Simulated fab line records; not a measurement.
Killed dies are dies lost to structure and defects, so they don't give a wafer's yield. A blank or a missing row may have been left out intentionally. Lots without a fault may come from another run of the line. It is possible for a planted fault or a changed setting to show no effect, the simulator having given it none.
Matching of chambers -- flow n5_finfet -- rie_diel-04 running N5_BEOL_M7_STRIP_36: 4 sister chambers
The step strips in N2/H2. 16 wafers are shown with their chamber, then 8 later ones without.

EACH WAFER AND ITS CHAMBER
wafer,chamber,showerhead_plenum_p_Torr (Torr),drypump_motor_current_A (A),throttle_valve_pct (%)
L075.1,0,2.53,6.2,23.4
L075.2,2,2.63,4.8,23.4
L075.5,1,2.47,5.4,24.2
L076.2,1,2.47,5.4,24.2
L076.4,2,2.63,4.8,23.4
L076.5,1,2.47,5.4,24.2
L081.1,3,2.42,6.1,23.7
L081.2,1,2.46,5.4,24.2
L081.3,0,2.52,6.3,23.4
L084.1,3,2.42,6.0,23.7
L084.3,1,2.46,5.3,24.2
L084.6,3,2.42,6.0,23.6
L082.1,3,2.42,6.0,23.7
L082.3,0,2.52,6.3,23.4
L082.5,2,2.63,4.8,23.5
L083.2,0,2.52,6.2,23.4

SIGNATURES (averages over the wafers above)
reading,chamber 0,chamber 1,chamber 2,chamber 3,scatter within a chamber
showerhead_plenum_p_Torr,2.5225,2.4660,2.6300,2.4200,0.00403
drypump_motor_current_A,6.250,5.380,4.800,6.025,0.0461
throttle_valve_pct,23.400,24.200,23.433,23.675,0.0344
Rule: a wafer's distance from a chamber is the root of the sum, over the readings, of the square of ((its reading less the chamber's mean) divided by the reading's scatter). If the next closest chamber is less than 2 further off than the closest, the wafer can't be placed; otherwise it belongs to the closest. The scatter: take each reading less its chamber's mean, square it, sum over the shown wafers, divide by the number of wafers less the number of chambers, and take the root.

WAFERS WITHOUT THEIR CHAMBER
wafer,showerhead_plenum_p_Torr (Torr),drypump_motor_current_A (A),throttle_valve_pct (%)
L083.5,2.52,6.3,23.4
L083.6,2.46,5.4,24.2
L091.1,2.41,6.0,23.7
L091.2,2.46,5.4,24.2
L091.3,2.51,6.2,23.5
L091.4,2.52,6.3,23.4
L091.5,2.46,5.3,24.2
L091.6,2.41,6.0,23.7

THE CHAMBER EACH PASSED THROUGH
wafer,from the rows above,in truth
L083.5,0,0
L083.6,1,1
L091.1,3,3
L091.2,1,1
L091.3,0,0
L091.4,0,0
L091.5,1,1
L091.6,3,3
Correctly placed: 8 of 8. Left unplaced by these rows: 0. Number placed wrongly: 0.
